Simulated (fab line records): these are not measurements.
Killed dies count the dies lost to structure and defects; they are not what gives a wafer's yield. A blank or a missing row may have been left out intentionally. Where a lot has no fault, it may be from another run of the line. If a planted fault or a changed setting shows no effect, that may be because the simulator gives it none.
Which tool is to blame? ; flow nand-harc ; 43 wafers from 15 lots sampled at 4 of the route's 1159 steps

WHAT THE GAUGES SHOWED, per wafer
The record lacks any reading of a measuring or inspecting step that a usual standard deviation could be used to judge.

WHICH TOOL RAN EACH LOT (tool, then ch and the chambers of the sampled wafers, then the start)
lot;NHARC_A_CONTACT_ETCH_90;NHARC_A_CONTACT_ETCH_75;NHARC_A_CONTACT_ETCH_77;NHARC_A_CONTACT_ETCH_129
L568;rie-diel-01 ch 1,2,3, day 16 16:57;rie-diel-13 ch 0,1,3, day 16 22:10;rie-diel-13 ch 0,2,3, day 16 23:59 or earlier;har-cap-etch-01 ch 0,1, day 16 23:59
L569;rie-diel-01 ch 0,1,2, day 16 19:35;rie-diel-13 ch 1,2,3, day 16 23:47;rie-diel-13 ch 0,1,2, day 17 01:37 or earlier;har-cap-etch-03 ch 0,1, day 17 01:37
L567;rie-diel-05 ch 2,3, day 16 22:26;rie-diel-13 ch 0,2, day 17 03:53;rie-diel-13 ch 0,3, day 17 07:18 or earlier;har-cap-etch-02 ch 0,1, day 17 07:18
L571;rie-diel-05 ch 2,3, day 17 04:11;rie-diel-01 ch 0,1,2, day 17 08:16;rie-diel-01 ch 0,1, day 17 10:25 or earlier;har-cap-etch-02 ch 0,1, day 17 10:25
L570;rie-diel-05 ch 0,1,3, day 17 05:04;rie-diel-13 ch 1,2, day 17 09:04;rie-diel-13 ch 0,2,3, day 17 10:53 or earlier;har-cap-etch-03 ch 0,1, day 17 10:53
L572;rie-diel-05 ch 0,2,3, day 17 09:29;rie-diel-05 ch 1,2,3, day 17 13:30;rie-diel-05 ch 0,1,3, day 17 15:19 or earlier;har-cap-etch-02 ch 0,1, day 17 15:19
L574;rie-diel-05 ch 0,2,3, day 18 08:29;rie-diel-05 ch 1,2,3, day 18 14:50;rie-diel-05 ch 0,1,3, day 18 17:06 or earlier;har-cap-etch-02 ch 0,1, day 18 17:06
L573;rie-diel-01 ch 1,3, day 18 14:17;rie-diel-13 ch 0,3, day 18 18:10;rie-diel-13 ch 0,2, day 18 19:59 or earlier;har-cap-etch-03 ch 0,1, day 18 19:59
L576;rie-diel-05 ch 0,2, day 19 00:35;rie-diel-01 ch 0,1,2, day 19 04:48;rie-diel-01 ch 0,2, day 19 06:39 or earlier;har-cap-etch-01 ch 0,1, day 19 06:39
L581;rie-diel-05 ch 3, day 20 10:13;rie-diel-05 ch 2, day 20 14:19;rie-diel-05 ch 0,2, day 20 16:11 or earlier;har-cap-etch-01 ch 0, day 20 16:11
L578;rie-diel-01 ch 1,2,3, day 20 15:48;rie-diel-05 ch 1,3, day 20 22:57;rie-diel-05 ch 0,1, day 21 00:46 or earlier;har-cap-etch-01 ch 0,1, day 21 00:46
L582;rie-diel-05 ch 1,3, day 20 20:11;rie-diel-05 ch 0,2, day 21 04:41;rie-diel-05 ch 0,1, day 21 06:31 or earlier;har-cap-etch-03 ch 1, day 21 06:31
L587;rie-diel-05 ch 0,3, day 21 17:11;rie-diel-01 ch 1,2, day 21 22:01;rie-diel-01 ch 1,3, day 22 01:12 or earlier;har-cap-etch-01 ch 0,1, day 22 01:12
L590;rie-diel-05 ch 0,3, day 22 02:13;rie-diel-13 ch 1,3, day 22 06:07;rie-diel-13 ch 1,3, day 22 07:59 or earlier;har-cap-etch-02 ch 0,1, day 22 07:59
L589;rie-diel-01 ch 0,1,3, day 22 05:26;rie-diel-13 ch 2,3, day 22 09:47;rie-diel-13 ch 2,3, day 22 11:36 or earlier;har-cap-etch-01 ch 0,1, day 22 11:36
- NHARC_A_CONTACT_ETCH_90: etches the open film in CH3F/O2, target depth 40 nm, time 85.7 s.
- NHARC_A_CONTACT_ETCH_75: etches the open film in CF4, target depth 39 nm, time 65 s.
- NHARC_A_CONTACT_ETCH_77: etches the open film in CF4/CHF3, target depth 72.6 nm, time 36.3 s.
- NHARC_A_CONTACT_ETCH_129: etches the open film in C4F8/O2/Ar, time 155 s, target depth 956 nm.

AS READ BY THE TOOLS THEMSELVES (means over the sampled wafers that have a number; for cases with no such wafer, the mark the record gives instead)
NHARC_A_CONTACT_ETCH_90.
lot;tool;drypump-motor-current-A (A);o2-flow-sccm (sccm);oes-product-au (a.u.);rf-vpp-V (V);run-length-s (s);showerhead-plenum-p-Torr (Torr);throttle-valve-pct (%)
L568;rie-diel-01;5.7;30.00;0.92;244.6;107.2;2.48;20.667
L569;rie-diel-01;5.9;30.01;1.00;245.6;107.4;2.50;20.653
L567;rie-diel-05;4.8;29.96;1.00;244.0;106.9;2.44;20.662
L571;rie-diel-05;4.8;29.97;0.99;244.9;106.9;2.44;20.652
L570;rie-diel-05;5.6;30.01;1.00;242.9;106.8;2.40;20.666
L572;rie-diel-05;5.2;30.03;0.93;244.1;106.5;2.43;20.660
L574;rie-diel-05;5.2;30.07;0.95;244.1;106.6;2.42;20.668
L573;rie-diel-01;5.5;29.99;0.92;244.9;106.9;2.49;20.668
L576;rie-diel-05;5.5;29.98;0.99;242.2;106.6;2.41;20.660
L581;rie-diel-05;5.0;29.87;1.00;243.6;106.8;2.43;20.664
L578;rie-diel-01;5.7;29.96;0.92;245.2;107.2;2.47;20.661
L582;rie-diel-05;5.5;30.12;0.93;242.8;106.9;2.39;20.660
L587;rie-diel-05;5.5;29.99;0.93;243.1;106.6;2.40;20.663
L590;rie-diel-05;5.3;29.92;1.00;243.8;106.8;2.41;20.663
L589;rie-diel-01;5.7;30.06;1.00;245.6;107.4;2.50;20.651

NHARC_A_CONTACT_ETCH_75.
lot;tool;drypump-motor-current-A (A);oes-product-au (a.u.);rf-vpp-V (V);run-length-s (s);showerhead-plenum-p-Torr (Torr);throttle-valve-pct (%)
L568;rie-diel-13;5.7;1.006;149.5;86.4;1.66;13.289
L569;rie-diel-13;6.0;0.999;149.0;86.4;1.67;13.274
L567;rie-diel-13;5.7;1.003;150.7;86.1;1.71;13.287
L571;rie-diel-01;5.9;0.994;151.9;86.6;1.79;13.280
L570;rie-diel-13;6.4;1.005;149.1;86.6;1.67;13.292
L572;rie-diel-05;5.3;1.006;151.2;86.4;1.74;13.290
L574;rie-diel-05;5.2;1.003;150.3;86.4;1.74;13.283
L573;rie-diel-13;5.4;0.998;149.3;86.3;1.66;13.286
L576;rie-diel-01;5.9;0.999;152.5;86.7;1.79;13.282
L581;rie-diel-05;4.8;1.004;151.0;78.8;1.76;13.286
L578;rie-diel-05;5.7;1.000;151.8;76.5;1.72;13.287
L582;rie-diel-05;5.2;0.999;151.6;70.9;1.74;13.279
L587;rie-diel-01;5.5;0.997;151.9;86.8;1.79;13.278
L590;rie-diel-13;6.1;1.001;152.7;86.4;1.90;13.288
L589;rie-diel-13;5.6;1.004;151.6;86.5;1.84;13.284

NHARC_A_CONTACT_ETCH_77.
lot;tool;drypump-motor-current-A (A);oes-product-au (a.u.);rf-vpp-V (V);run-length-s (s);showerhead-plenum-p-Torr (Torr);throttle-valve-pct (%)
L568;rie-diel-13;5.7;0.975;368.9;57.7;1.50;16.803
L569;rie-diel-13;6.0;0.925;369.0;57.7;1.50;16.793
L567;rie-diel-13;5.4;0.927;368.0;57.2;1.49;16.799
L571;rie-diel-01;5.5;0.919;372.9;58.0;1.63;16.792
L570;rie-diel-13;5.7;0.950;368.2;57.8;1.50;16.807
L572;rie-diel-05;5.6;0.922;368.6;57.3;1.53;16.800
L574;rie-diel-05;5.6;0.925;369.2;57.3;1.53;16.791
L573;rie-diel-13;6.0;0.934;368.3;58.1;1.52;16.802
L576;rie-diel-01;6.2;0.920;370.8;57.9;1.58;16.796
L581;rie-diel-05;5.2;0.977;370.8;57.0;1.54;16.802
L578;rie-diel-05;6.0;0.959;368.5;57.3;1.52;16.800
L582;rie-diel-05;5.9;0.974;368.4;57.1;1.52;16.800
L587;rie-diel-01;5.3;0.953;371.3;58.0;1.61;16.803
L590;rie-diel-13;6.0;0.930;375.0;57.9;1.69;16.804
L589;rie-diel-13;6.0;0.933;371.0;58.1;1.58;16.805

THE ANSWER, worked out from the rows above alone
Rule: the lots themselves supply what counts as usual. Put in order of their means at a reading, lots are off if they are a third of the lots or fewer, leave a main group of 4 or more, and stand apart from it by a gap of 3 or more times the standard deviation of the main group's means; of several such gaps the widest counts. If all means in a main group match to the digits the tables above print for the reading, that group is not used. A lot without any number at a reading at which 4 lots or more have one is off too. Any other lot the step has rows for is counted as sound. After the gauges, taken in route order, come the tools' own readings; for these a lot's mean is taken, as printed above. The first step at which some lot is off is used, and at that step the reading that is off furthest; a lot without a number counts as furthest.
Off: L581, L578, L582 (NHARC_A_CONTACT_ETCH_75, run-length-s). For the main group the mean is 86.5 s and the standard deviation 0.18.
A tool fits if, at that step or a process step before it, it ran every lot that is off, and no sound lot after the first of them. One fits: NHARC_A_CONTACT_ETCH_75 on rie-diel-05. A fault onset in the window from L574 (day 18 14:50, its last sound lot) to L581 (day 20 14:19, its first lot off) fits.
On the lots that are off, the tool's own readings at NHARC_A_CONTACT_ETCH_75 differ by more than 5 times the standard deviation of the sound lots' means, which bears it out; run-length-s reads 75.4 s there versus 86.5 s on the sound lots.

WHAT WAS PUT IN BY THE SIMULATOR
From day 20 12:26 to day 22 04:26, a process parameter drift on rie-diel-05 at NHARC_A_CONTACT_ETCH_75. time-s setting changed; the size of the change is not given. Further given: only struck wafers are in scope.
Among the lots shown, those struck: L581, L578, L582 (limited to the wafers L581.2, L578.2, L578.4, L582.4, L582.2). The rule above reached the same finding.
